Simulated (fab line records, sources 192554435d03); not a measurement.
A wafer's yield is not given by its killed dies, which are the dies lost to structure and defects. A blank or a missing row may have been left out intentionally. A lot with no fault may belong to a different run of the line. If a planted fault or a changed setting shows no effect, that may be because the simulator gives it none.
fab line records	flow n5-finfet
record: lots: 7	wafers: 21
route steps=1938 shown MOL_CONTACT_COAG@523 BEOL_M0_SAQP@663 BEOL_M0_CUTY@713 BEOL_M0@721 BEOL_M1@753 BEOL_M2@910 BEOL_M3@935
start-h: hours from the record's first day to the start of the lot's first wafer shown	wait-h: how many hours have passed since the lot's step before this one	" the same as in the row above	L1.1+2: one row covering several wafers at once	- value missing, or start not given	* or withheld: withheld	< > ~ a bound
route shown NAME@n: a module of which the file shows steps, and the number in the route of the first	usual: average and standard deviation across the fault-free wafers	same: alike in all rows	chamber/n: place in a boat	sites: each site's reading	_std_site: how widely they spread, as a standard deviation	_edge_site: the outer-site mean with the inner-site mean subtracted	radius-mm: how far each site lies from the wafer's centre	mask NAME#n: copy n	behind: tool/chamber where the wafer was last shaped	hold: what put the lot on hold/how long, in hours/how the hold closed	device: names the non-switching transistor (n, p or np)	end of line: the same wafers' tests at the end of the route	for a step that has no rows: nothing shown but its recipe	killed: the dies lost at the first sort to structure and to defects; this is not the yield of the wafer	map: dies across one wafer; x = killed, . = not, _ = none there
set.NAME: the setting the step ran with; set.NAME@STEP: the setting that earlier step ran with	model.NAME: the simulator's own value behind a step, which no gauge read
lots with deliberately changed settings; one table per step, one row per wafer
== steps ==
step: N5_MOL_CONTACT_COAG_EXPOSE_05
recipe: mask-id: CA	na: 0.33	source-shape: annular	sigma-inner: 0.4	sigma-outer: 0.8	polarization: unpolarized	defocus-nm: 0	dose-mj: 38.25
lot.wafer	tool	chamber	start-h	wait-h	mask	set.dose-mj
L081.1+2+3	euv-scanner-02	0	128.79	-	CA#0	38.25
L083.2+3+4	euv-scanner-02	0	139.68	-	CA#0	38.25
L087.1+4	euv-scanner-01	0	167.71	-	CA#0	38.25
L087.2	"	0	"	"	CA#0	35.66
L091.1+2+5	euv-scanner-02	0	189.32	-	CA#0	38.25
L093.2	euv-scanner-01	0	201.79	-	CA#0	37.43
L093.3+4	"	0	"	"	CA#0	38.25
L094.1+4	euv-scanner-01	0	204.85	-	CA#0	38.25
L094.2	"	0	"	"	CA#0	39.53
L096.1+2+3	euv-scanner-02	0	219.25	-	CA#0	38.25
step: N5_MOL_CONTACT_COAG_PEB_06
recipe: peb-temp-c: 100	peb-time-s: 60	resist: CAR-EUV
step: N5_MOL_CONTACT_COAG_DEVELOP_07
recipe: develop-time-s: 30	developer: TMAH	resist: CAR-EUV	rinse-liquid: surfactant-rinse	dry: air-spin	dev-temp-c: 23
step: N5_MOL_CONTACT_COAG_CD_MEAS_08
recipe: target-cd-nm: 28	landing-energy-ev: 500	detector: se-inlens	polarity: opening
usual: cd-nm: 28.04/0.25
lot.wafer	tool	chamber	start-h	wait-h	set.dose-mj@MOL_CONTACT_COAG_EXPOSE_05	cd-nm
L081.1	cd-sem-02	0	128.92	-	38.25	27.71
L081.2	"	0	"	"	38.25	27.99
L081.3	"	0	"	"	38.25	27.85
L083.2	cd-sem-03	0	139.80	-	38.25	28.11
L083.3	"	0	"	"	38.25	28.78
L083.4	"	0	"	"	38.25	28.28
L087.1	cd-sem-02	0	167.84	-	38.25	27.83
L087.2	"	0	"	"	35.66	26.39
L087.4	"	0	"	"	38.25	28.04
L091.1	cd-sem-03	0	189.45	-	38.25	27.96
L091.2	"	0	"	"	38.25	28.22
L091.5	"	0	"	"	38.25	27.51
L093.2	cd-sem-03	0	201.91	-	37.43	27.65
L093.3	"	0	"	"	38.25	28.15
L093.4	"	0	"	"	38.25	27.97
L094.1	cd-sem-02	0	204.98	-	38.25	28.14
L094.2	"	0	"	"	39.53	29.04
L094.4	"	0	"	"	38.25	28.23
L096.1	cd-sem-01	0	219.38	-	38.25	28.36
L096.2	"	0	"	"	38.25	28.11
L096.3	"	0	"	"	38.25	27.96
step: N5_MOL_CONTACT_COAG_DESCUM_13
recipe: chemistry: O2	time-s: 7	source-power-w: 50	bias-power-w: 20	pressure-mtorr: 20	rf-frequency-hz: 2.712e+07	temp-c: 40	resist: CAR-EUV	o2-flow-sccm: 225
step: N5_MOL_CONTACT_COAG_ETCH_59
recipe: chemistry: N2/H2	target: underlayer	target-depth-a: 130	mask-material: CAR-EUV	time-s: 10.4	ion-energy-ev: 200	pressure-mtorr: 30	source-w: 840	bias-w: 150	n2-flow-sccm: 200	h2-flow-sccm: 200	ends: cleared
lot.wafer	tool	chamber	start-h	wait-h	set.dose-mj@MOL_CONTACT_COAG_EXPOSE_05	model.MOL_CONTACT_COAG.cd-offset-nm
L081.1+3	rie-diel-02	1,3	129.08	0.0	38.25	0
L081.2	"	2	"	"	38.25	-0.4
L083.2+3+4	rie-diel-02	0,3,2	140.16	0.0	38.25	0
L087.1	rie-diel-06	3	168.00	0.0	38.25	-0.2
L087.2	"	0	"	"	35.66	-1.6
L087.4	"	3	"	"	38.25	-0.4
L091.1	rie-diel-06	1	189.97	0.0	38.25	0.2
L091.2	"	3	"	"	38.25	-0.2
L091.5	"	1	"	"	38.25	0
L093.2	rie-diel-06	2	202.07	0.0	37.43	-0.2
L093.3	"	3	"	"	38.25	0.2
L093.4	"	1	"	"	38.25	0.4
L094.1+4	rie-diel-03	2,1	205.32	0.0	38.25	0.2
L094.2	"	3	"	"	39.53	1
L096.1+2+3	rie-diel-02	2,3,0	219.85	0.0	38.25	0.2
step: N5_MOL_CONTACT_COAG_ETCH_105
recipe: chemistry: CF4	target: SiARC	target-depth-a: 156	mask-material: CAR-EUV	time-s: 26	ion-energy-ev: 80	pressure-mtorr: 40	source-w: 545	bias-w: 36	Ar_flow_sccm: 100	cf4-flow-sccm: 100	ends: cleared
lot.wafer	tool	chamber	start-h	wait-h	set.dose-mj@MOL_CONTACT_COAG_EXPOSE_05	model.MOL_CONTACT_COAG.cd-offset-nm
L081.1	rie-diel-02	1	129.10	0.0	38.25	-0.2
L081.2	"	2	"	"	38.25	-0.6
L081.3	"	3	"	"	38.25	0
L083.2+3+4	rie-diel-02	0,3,2	140.18	0.0	38.25	0
L087.1	rie-diel-06	3	168.02	0.0	38.25	-0.2
L087.2	"	0	"	"	35.66	-1.4
L087.4	"	3	"	"	38.25	-0.4
L091.1+5	rie-diel-06	1	189.99	0.0	38.25	0
L091.2	"	3	"	"	38.25	-0.2
L093.2	rie-diel-06	2	202.09	0.0	37.43	-0.2
L093.3	"	3	"	"	38.25	0.2
L093.4	"	1	"	"	38.25	0.4
L094.1	rie-diel-03	2	205.34	0.0	38.25	0.2
L094.2	"	3	"	"	39.53	0.8
L094.4	"	1	"	"	38.25	0.4
L096.1+2	rie-diel-02	2,3	219.87	0.0	38.25	0
L096.3	"	0	"	"	38.25	0.2
step: N5_MOL_CONTACT_COAG_CONTACT_ETCH_14
recipe: chemistry: C4F6/O2	target: SiO2	target-depth-a: 275	overetch-a: 85	mask-material: SOC	pressure-mtorr: 30	source-w: 370	bias-w: 185	Ar_flow_sccm: 300	C4F6_flow_sccm: 16	O2_flow_sccm: 10	time-s: 20	ion-energy-ev: 259.6
usual: rf-vpp-V: 693/3.4
lot.wafer	tool	chamber	start-h	wait-h	set.source-w	rf-vpp-V
L081.1	rie-diel-02	1	129.23	0.0	370	696
L081.2	"	2	"	"	370	693
L081.3	"	3	"	"	370	692
L083.2	rie-diel-02	0	140.31	0.0	370	692
L083.3	"	3	"	"	370	693
L083.4	"	2	"	"	370	691
L087.1	rie-diel-06	3	168.15	0.0	370	687
L087.2	"	0	"	"	313.4	726
L087.4	"	3	"	"	313.4	728
L091.1	rie-diel-06	1	190.12	0.0	370	692
L091.2	"	3	"	"	370	688
L091.5	"	1	"	"	370	694
L093.2	rie-diel-06	2	202.22	0.0	370	697
L093.3	"	3	"	"	370	688
L093.4	"	1	"	"	370	692
L094.1	rie-diel-03	2	205.47	0.0	370	691
L094.2	"	3	"	"	370	698
L094.4	"	1	"	"	370	696
L096.1	rie-diel-02	2	220.00	0.0	435.7	651
L096.2	"	3	"	"	370	693
L096.3	"	0	"	"	435.7	664
step: N5_MOL_CONTACT_COAG_ETCH_91
recipe: chemistry: N2/H2	target: SOC	target-depth-a: 600	overetch-a: 210	mask-material: SiARC	temp-c: 40	time-s: 101.2	ion-energy-ev: 200	pressure-mtorr: 30	source-w: 840	bias-w: 150	n2-flow-sccm: 200	h2-flow-sccm: 200
usual: rf-vpp-V: 524.1/2.5
lot.wafer	tool	chamber	start-h	wait-h	set.source-w	rf-vpp-V
L081.1	rie-diel-03	0	140.35	0.0	840	522.2
L081.2	"	1	"	"	840	525.9
L081.3	"	2	"	"	840	524.5
L083.2	rie-diel-03	3	149.17	0.0	741.9	549.5
L083.3	"	2	"	"	840	522.0
L083.4	"	0	"	"	741.9	542.6
L087.1	rie-diel-02	1	179.90	0.0	840	526.3
L087.2	"	0	"	"	840	523.1
L087.4	"	2	"	"	840	522.8
L091.1	rie-diel-06	0	200.48	0.0	840	528.2
L091.2	"	2	"	"	840	528.5
L091.5	"	0	"	"	840	525.9
L093.2	rie-diel-06	0	211.31	0.0	893.9	516.9
L093.3	"	3	"	"	840	521.4
L093.4	"	2	"	"	893.9	516.0
L094.1	rie-diel-03	2	214.12	0.0	908.6	509.0
L094.2	"	3	"	"	840	527.0
L094.4	"	1	"	"	840	525.7
L096.1	rie-diel-02	3	228.71	0.0	840	523.2
L096.2	"	0	"	"	840	522.5
L096.3	"	2	"	"	840	524.6
step: N5_BEOL_M0_SAQP_SPACER1_ALD_98
recipe: material: SiO2	target-thk-a: 128	temp-c: 300	ald-precursor-family: BDEAS	ald-co-reactant: O2-plasma	pulse-time-s: 1	purge-time-s: 2	co-reactant-purge-time-s: 2	ald-cycles: 138	pressure-torr: 2
lot.wafer	tool	chamber	start-h	wait-h	set.ald-cycles	model.SiO2_of_BEOL_M0_SAQP_SPACER1_ALD_98.thk-nm
L081.1+2+3	ald-sin-01	1,2,3	155.88	0.3	138	12.8
L083.2	ald-sin-03	0	159.80	0.6	138	12.6
L083.3+4	"	2,3	"	"	138	12.8
L087.1	ald-sin-01	3	190.26	0.3	138	13
L087.2+4	"	1,2	"	"	138	12.8
L091.1+5	ald-sin-01	0	208.69	0.3	138	12.8
L091.2	"	1	"	"	138	12.6
L093.2+4	ald-sin-02	3,2	220.77	0.3	138	12.8
L093.3	"	1	"	"	159	14.6
L094.1+2+4	ald-sin-03	1,3,2	222.97	0.4	138	12.8
L096.1	ald-sin-03	2	238.09	0.3	138	12.8
L096.2+3	"	3,1	"	"	148	13.8
step: N5_BEOL_M0_SAQP_SPACER1_ETCHBACK_99
recipe: chemistry: CHF3/O2	mode: anisotropic-etchback	target: SiO2	target-depth-a: 154	time-s: 7.7	pressure-mtorr: 30	source-w: 650	bias-w: 170	Ar_flow_sccm: 200	CHF3_flow_sccm: 50	O2_flow_sccm: 5	ion-energy-ev: 200
step: N5_BEOL_M0_SAQP_MANDREL1_REMOVE_100
recipe: chemistry: HBr/Cl2/O2	bt-time-s: 10	target: a-Si	stop-on: SiNx	endpoint: OES-SiCl	over-etch-frac: 0.85	icp-w: 600	bias-w: 30	HBr_flow_sccm: 150	Cl2_flow_sccm: 80	O2_flow_sccm: 5	pressure-mtorr: 10
lot.wafer	tool	chamber	start-h	wait-h	set.ald-cycles@BEOL_M0_SAQP_SPACER1_ALD_98	model.SiO2_of_BEOL_M0_SAQP_SPACER1_ALD_98.thk-nm	model.BEOL_M0_SAQP.cd-nm
L081.1+2+3	rie-si-03	3,0,1	156.45	0.1	138	7.4	12.8
L083.2	rie-si-02	1	160.42	0.1	138	7.2	12.6
L083.3+4	"	2,0	"	"	138	7.4	12.6
L087.1	rie-si-02	2	190.82	0.1	138	7.6	13
L087.2	"	1	"	"	138	7.6	12.8
L087.4	"	3	"	"	138	7.4	13
L091.1+5	rie-si-02	3,0	209.25	0.1	138	7.4	12.8
L091.2	"	1	"	"	138	7.2	12.8
L093.2+4	rie-si-03	0	221.33	0.1	138	7.4	13
L093.3	"	2	"	"	159	9.4	14.8
L094.1	rie-si-01	1	223.54	0.1	138	7.4	12.6
L094.2+4	"	2,0	"	"	138	7.4	12.8
L096.1	rie-si-03	3	238.66	0.1	138	7.4	12.8
L096.2	"	0	"	"	148	8.4	14
L096.3	"	2	"	"	148	8.4	13.8
step: N5_BEOL_M0_SAQP_CD_MEAS_25
recipe: target-cd-nm: 13.1	landing-energy-ev: 1000	detector: se-inlens
usual: cd-nm: 12.82/0.23
lot.wafer	tool	chamber	start-h	wait-h	set.ald-cycles@BEOL_M0_SAQP_SPACER1_ALD_98	cd-nm
L081.1	cd-sem-02	0	156.56	0.1	138	12.88
L081.2	"	0	"	"	138	12.94
L081.3	"	0	"	"	138	12.64
L083.2	cd-sem-03	0	160.53	0.1	138	12.28
L083.3	"	0	"	"	138	12.44
L083.4	"	0	"	"	138	12.90
L087.1	cd-sem-02	0	190.93	0.1	138	12.79
L087.2	"	0	"	"	138	12.91
L087.4	"	0	"	"	138	12.95
L091.1	cd-sem-02	0	209.36	0.1	138	12.84
L091.2	"	0	"	"	138	12.68
L091.5	"	0	"	"	138	12.67
L093.2	cd-sem-03	0	221.44	0.1	138	13.50
L093.3	"	0	"	"	159	14.77
L093.4	"	0	"	"	138	12.85
L094.1	cd-sem-01	0	223.65	0.1	138	12.67
L094.2	"	0	"	"	138	12.61
L094.4	"	0	"	"	138	12.89
L096.1	cd-sem-01	0	238.77	0.1	138	12.82
L096.2	"	0	"	"	148	13.89
L096.3	"	0	"	"	148	13.86
step: N5_BEOL_M0_SAQP_ETCH_106
recipe: chemistry: N2/H2	target: SOC	target-depth-a: 1500	stop-on: SiNx	ion-energy-ev: 100	bias-w: 61	pressure-mtorr: 30	source-w: 850	n2-flow-sccm: 200	h2-flow-sccm: 200
lot.wafer	tool	chamber	start-h	wait-h	set.target-depth-a	model.SOC_of_BEOL_M0_SAQP_COAT_105.thk-nm
L081.1	rie-diel-05	0	157.37	-	1500	27.6
L081.2	"	2	"	"	1557	20.4
L081.3	"	1	"	"	1500	23
L083.2	rie-diel-05	1	161.36	-	1500	22.8
L083.3	"	3	"	"	1500	23.2
L083.4	"	2	"	"	1551	19.8
L087.1	rie-diel-01	2	191.64	-	1500	24.2
L087.2	"	3	"	"	1336	34
L087.4	"	2	"	"	1336	32.6
L091.1+5	rie-diel-05	0	210.07	-	1500	28
L091.2	"	1	"	"	1500	23.8
L093.2	rie-diel-05	3	222.15	-	1500	23.4
L093.3	"	2	"	"	1356	31.2
L093.4	"	1	"	"	1356	31
L094.1	rie-diel-01	1	224.44	-	1500	25.4
L094.2	"	3	"	"	1500	25.2
L094.4	"	3	"	"	1376	32.2
L096.1	rie-diel-04	2	239.53	-	1500	22.4
L096.2	"	1	"	"	1406	26.8
L096.3	"	0	"	"	1406	26.6
step: N5_BEOL_M0_SAQP_ETCH_107
recipe: chemistry: CH3F/O2	target: SiNx	target-depth-a: 300	mask-material: SOC	pressure-mtorr: 30	source-w: 395	bias-w: 73	Ar_flow_sccm: 150	CH3F_flow_sccm: 30	O2_flow_sccm: 20	ion-energy-ev: 120
lot.wafer	tool	chamber	start-h	wait-h	set.target-depth-a@BEOL_M0_SAQP_ETCH_106	model.SOC_of_BEOL_M0_SAQP_COAT_105.thk-nm
L081.1	rie-diel-05	0	157.43	0.0	1500	17
L081.2	"	2	"	"	1557	9.4
L081.3	"	1	"	"	1500	12
L083.2	rie-diel-05	1	161.42	0.0	1500	11.8
L083.3	"	3	"	"	1500	12.4
L083.4	"	2	"	"	1551	8.8
L087.1	rie-diel-01	2	191.70	0.0	1500	13.4
L087.2	"	3	"	"	1336	23.2
L087.4	"	2	"	"	1336	21.8
L091.1+5	rie-diel-05	0	210.13	0.0	1500	17.2
L091.2	"	1	"	"	1500	12.6
L093.2	rie-diel-05	3	222.21	0.0	1500	12.4
L093.3	"	2	"	"	1356	20.2
L093.4	"	1	"	"	1356	20
L094.1	rie-diel-01	1	224.50	0.0	1500	14.6
L094.2	"	3	"	"	1500	14.4
L094.4	"	3	"	"	1376	21.4
L096.1	rie-diel-04	2	239.59	0.0	1500	11.2
L096.2	"	1	"	"	1406	15.8
L096.3	"	0	"	"	1406	15.6
step: N5_BEOL_M0_CUTY_ETCH_63
recipe: chemistry: N2/H2	target: SOC	target-depth-a: 827	overetch-a: 165	mask-material: SiARC	temp-c: 40	ion-energy-ev: 200	time-s: 124	pressure-mtorr: 30	source-w: 840	bias-w: 150	n2-flow-sccm: 200	h2-flow-sccm: 200
usual: rf-vpp-V: 523.9/2.3
lot.wafer	tool	chamber	start-h	wait-h	set.source-w	rf-vpp-V
L081.1	rie-diel-03	1	161.18	0.0	840	525.3
L081.2	"	0	"	"	764.7	537.3
L081.3	"	3	"	"	764.7	543.7
L083.2	rie-diel-06	1	164.84	0.0	976.9	498.7
L083.3	"	3	"	"	840	520.8
L083.4	"	2	"	"	840	520.5
L087.1	rie-diel-02	1	194.91	0.0	840	526.4
L087.2	"	0	"	"	975.4	498.3
L087.4	"	2	"	"	975.4	497.8
L091.1	rie-diel-02	3	213.36	0.0	840	523.7
L091.2	"	2	"	"	840	524.3
L091.5	"	2	"	"	840	523.4
L093.2	rie-diel-02	3	225.62	0.0	840	522.5
L093.3	"	2	"	"	840	522.2
L093.4	"	2	"	"	840	522.9
L094.1	rie-diel-03	2	227.27	0.0	925.5	505.8
L094.2	"	0	"	"	840	521.4
L094.4	"	1	"	"	840	526.3
L096.1	rie-diel-02	3	243.05	0.0	840	522.9
L096.2	"	1	"	"	840	526.6
L096.3	"	0	"	"	957.2	499.9
step: N5_BEOL_M0_TRENCH_ETCH_107
recipe: chemistry: C4F6/O2	target-depth-a: 328	target: SiOC	time-s: 16.4	ion-energy-ev: 250	pressure-mtorr: 30	source-w: 355	bias-w: 185	Ar_flow_sccm: 300	C4F6_flow_sccm: 10	O2_flow_sccm: 10
lot.wafer	tool	chamber	start-h	wait-h	set.target-depth-a	model.BEOL_M0.feature-depth-nm
L081.1	rie-diel-06	3	162.85	0.0	328	32.8
L081.2+3	"	0,2	"	"	328	32.6
L083.2	rie-diel-03	3	169.70	0.0	328	32.2
L083.3	"	2	"	"	309.9	30.2
L083.4	"	1	"	"	309.9	31.2
L087.1+4	rie-diel-02	1,3	197.75	0.0	300	30
L087.2	"	0	"	"	300	29
L091.1	rie-diel-03	3	215.26	0.0	328	32.2
L091.2	"	0	"	"	328	33.2
L091.5	"	0	"	"	328	33
L093.2	rie-diel-02	3	226.96	0.0	365.5	36.8
L093.3	"	2	"	"	365.5	36.6
L093.4	"	3	"	"	328	32.8
L094.1	rie-diel-06	3	230.01	0.0	354.2	35.8
L094.2	"	2	"	"	328	33.2
L094.4	"	0	"	"	354.2	35.6
L096.1	rie-diel-03	0	245.67	0.0	328	33.4
L096.2	"	3	"	"	328	32.8
L096.3	"	1	"	"	328	33
step: N5_BEOL_M0_STRIP_142
recipe: chemistry: N2/H2	time-s: 10	power-w: 450	temp-c: 40	pressure-mtorr: 20	rf-frequency-hz: 6e+07	bias-power-w: 7	n2-flow-sccm: 200	h2-flow-sccm: 200
step: N5_BEOL_M0_OCD_MEAS_108
usual: trench-depth-nm: 32.6/0.56
lot.wafer	tool	chamber	start-h	wait-h	set.target-depth-a@BEOL_M0_TRENCH_ETCH_107	trench-depth-nm
L081.1	ocd-01	-	162.95	0.1	328	32.7
L081.2	"	-	"	"	328	32.4
L081.3	"	-	"	"	328	32.6
L083.2	ocd-02	-	169.81	0.1	328	32.5
L083.3	"	-	"	"	309.9	30.2
L083.4	"	-	"	"	309.9	31.0
L087.1	ocd-01	-	197.85	0.1	300	29.7
L087.2	"	-	"	"	300	29.3
L087.4	"	-	"	"	300	29.8
L091.1	ocd-01	-	215.36	0.1	328	32.6
L091.2	"	-	"	"	328	33.6
L091.5	"	-	"	"	328	33.2
L093.2	ocd-02	-	227.06	0.1	365.5	36.8
L093.3	"	-	"	"	365.5	36.4
L093.4	"	-	"	"	328	32.6
L094.1	ocd-02	-	230.12	0.1	354.2	35.8
L094.2	"	-	"	"	328	33.3
L094.4	"	-	"	"	354.2	35.9
L096.1	ocd-01	-	245.77	0.1	328	33.5
L096.2	"	-	"	"	328	32.8
L096.3	"	-	"	"	328	33.2
step: N5_BEOL_M1_PECVD_72
recipe: material: SiO2	target-thk-a: 160	temp-c: 400	precursor: TEOS/O2	pressure-torr: 5.5	rf-w: 450	teos-flow-sccm: 53.8	gas: O2	flow-sccm: 3000	time-s: 18
lot.wafer	tool	chamber	start-h	wait-h	set.time-s	model.SiO2_of_BEOL_M1_PECVD_72.thk-nm
L081.1+2	pecvd-03	0,1	167.23	0.0	17.03	14.8
L081.3	"	0	"	"	18	16.2
L083.2	pecvd-03	0	175.95	0.0	18	15.8
L083.3	"	0	"	"	20.5	18.4
L083.4	"	1	"	"	20.5	18.2
L087.1	pecvd-04	1	202.16	0.0	18	15.8
L087.2	"	2	"	"	18.86	16.6
L087.4	"	1	"	"	18	16
L091.1+2	pecvd-03	1,0	218.49	0.0	18	16
L091.5	"	0	"	"	18	16.2
L093.2	pecvd-04	2	231.48	0.0	19.89	17.6
L093.3	"	1	"	"	19.89	17.2
L093.4	"	0	"	"	18	16.2
L094.1	pecvd-02	0	233.38	0.0	18.73	16.8
L094.2	"	1	"	"	18.73	16.4
L094.4	"	0	"	"	18	16.4
L096.1	pecvd-03	2	249.08	0.0	18	15.8
L096.2	"	1	"	"	18	16
L096.3	"	0	"	"	18	16.2
step: N5_BEOL_M2_SPUTTER_86
recipe: material: Cu	target-thk-a: 45	temp-c: -20	chamber-pressure-pa: 0.07	power-w: withheld	time-s: 8.29
lot.wafer	tool	chamber	start-h	wait-h	set.time-s	model.Cu_of_BEOL_M2_SPUTTER_86.thk-nm
L081.1+3	pvd-sputter-02	-	190.67	0.1	8.29	4.6
L081.2	"	-	"	"	7.478	-
L083.2	pvd-sputter-02	-	199.35	0.1	8.29	4.4
L083.3	"	-	"	"	8.29	4.6
L083.4	"	-	"	"	9.185	5
L087.1+2	pvd-sputter-01	-	224.22	0.1	8.29	4.4
L087.4	"	-	"	"	8.29	4.6
L091.1+2	pvd-sputter-02	-	234.78	0.1	8.29	4.6
L091.5	"	-	"	"	8.29	4.4
L093.2+3	pvd-sputter-01	-	252.27	0.1	9.233	-
L093.4	"	-	"	"	8.29	4.6
L094.1	pvd-sputter-03	-	253.84	0.1	7.371	4
L094.2	"	-	"	"	7.371	-
L094.4	"	-	"	"	8.29	4.6
L096.1+2	pvd-sputter-03	-	286.33	0.1	8.29	4.6
L096.3	"	-	"	"	7.513	-
step: N5_BEOL_M3_COAT_61
recipe: resist: SOC	temp-c: 250	time-s: 60	spin-rpm: 1500	resist-thk-nm: 60
lot.wafer	tool	chamber	start-h	wait-h	set.spin-rpm	model.SOC_of_BEOL_M3_COAT_61.thk-nm
L081.1+2	litho-track-01	0	196.17	0.1	1500	60.2
L081.3	"	0	"	"	1500	60
L083.2	litho-track-02	0	202.33	0.1	1500	60
L083.3	"	0	"	"	1390	62.2
L083.4	"	0	"	"	1500	59.8
L087.1	litho-track-05	0	227.47	0.1	1500	60
L087.2	"	0	"	"	1500	59.8
L087.4	"	0	"	"	1350	63.2
L091.1+2+5	litho-track-05	0	237.99	0.1	1500	60
L093.2	litho-track-01	0	255.23	0.1	1500	60
L093.3+4	"	0	"	"	1500	59.8
L094.1	litho-track-05	0	258.43	0.1	1404	62
L094.2+4	"	0	"	"	1500	60
L096.1	litho-track-05	0	290.69	0.1	1500	59.6
L096.2+3	"	0	"	"	1500	59.8
== key ==
split: step: N5_MOL_CONTACT_COAG_EXPOSE_05	setting: dose-mj	stated: 38.25	by: wafer
response: step: N5_MOL_CONTACT_COAG_CD_MEAS_08	reading: cd-nm	change: +0.23	per: 1%	r: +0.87
response: step: N5_MOL_CONTACT_COAG_ETCH_59	reading: model.MOL_CONTACT_COAG.cd-offset-nm	change: +0.204	per: 1%	r: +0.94
response: step: N5_MOL_CONTACT_COAG_ETCH_105	reading: model.MOL_CONTACT_COAG.cd-offset-nm	change: +0.165	per: 1%	r: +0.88
split: step: N5_MOL_CONTACT_COAG_CONTACT_ETCH_14	setting: source-w	stated: 370	by: wafer
response: step: N5_MOL_CONTACT_COAG_CONTACT_ETCH_14	reading: rf-vpp-V	change: -2.24	per: 1%	r: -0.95
split: step: N5_MOL_CONTACT_COAG_ETCH_91	setting: source-w	stated: 840	by: wafer
response: step: N5_MOL_CONTACT_COAG_ETCH_91	reading: rf-vpp-V	change: -1.86	per: 1%	r: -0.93
split: step: N5_BEOL_M0_SAQP_SPACER1_ALD_98	setting: ald-cycles	stated: 138	by: wafer
response: step: N5_BEOL_M0_SAQP_SPACER1_ALD_98	reading: model.SiO2_of_BEOL_M0_SAQP_SPACER1_ALD_98.thk-nm	change: +0.122	per: 1%	r: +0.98
response: step: N5_BEOL_M0_SAQP_MANDREL1_REMOVE_100	reading: model.SiO2_of_BEOL_M0_SAQP_SPACER1_ALD_98.thk-nm	change: +0.133	per: 1%	r: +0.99
response: step: N5_BEOL_M0_SAQP_MANDREL1_REMOVE_100	reading: model.BEOL_M0_SAQP.cd-nm	change: +0.124	per: 1%	r: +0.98
response: step: N5_BEOL_M0_SAQP_CD_MEAS_25	reading: cd-nm	change: +0.113	per: 1%	r: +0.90
split: step: N5_BEOL_M0_SAQP_ETCH_106	setting: target-depth-a	stated: 1500	by: wafer
response: step: N5_BEOL_M0_SAQP_ETCH_106	reading: model.SOC_of_BEOL_M0_SAQP_COAT_105.thk-nm	change: -0.831	per: 1%	r: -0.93
response: step: N5_BEOL_M0_SAQP_ETCH_107	reading: model.SOC_of_BEOL_M0_SAQP_COAT_105.thk-nm	change: -0.838	per: 1%	r: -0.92
split: step: N5_BEOL_M0_CUTY_ETCH_63	setting: source-w	stated: 840	by: wafer
response: step: N5_BEOL_M0_CUTY_ETCH_63	reading: rf-vpp-V	change: -1.64	per: 1%	r: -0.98
split: step: N5_BEOL_M0_TRENCH_ETCH_107	setting: target-depth-a	stated: 328	by: wafer
response: step: N5_BEOL_M0_TRENCH_ETCH_107	reading: model.BEOL_M0.feature-depth-nm	change: +0.324	per: 1%	r: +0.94
response: step: N5_BEOL_M0_OCD_MEAS_108	reading: trench-depth-nm	change: +0.341	per: 1%	r: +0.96
split: step: N5_BEOL_M1_PECVD_72	setting: time-s	stated: 18	by: wafer
response: step: N5_BEOL_M1_PECVD_72	reading: model.SiO2_of_BEOL_M1_PECVD_72.thk-nm	change: +0.159	per: 1%	r: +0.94
split: step: N5_BEOL_M2_SPUTTER_86	setting: time-s	stated: 8.29	by: wafer
response: step: N5_BEOL_M2_SPUTTER_86	reading: model.Cu_of_BEOL_M2_SPUTTER_86.thk-nm	change: +0.0498	per: 1%	r: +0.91
split: step: N5_BEOL_M3_COAT_61	setting: spin-rpm	stated: 1500	by: wafer
response: step: N5_BEOL_M3_COAT_61	reading: model.SOC_of_BEOL_M3_COAT_61.thk-nm	change: -0.322	per: 1%	r: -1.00
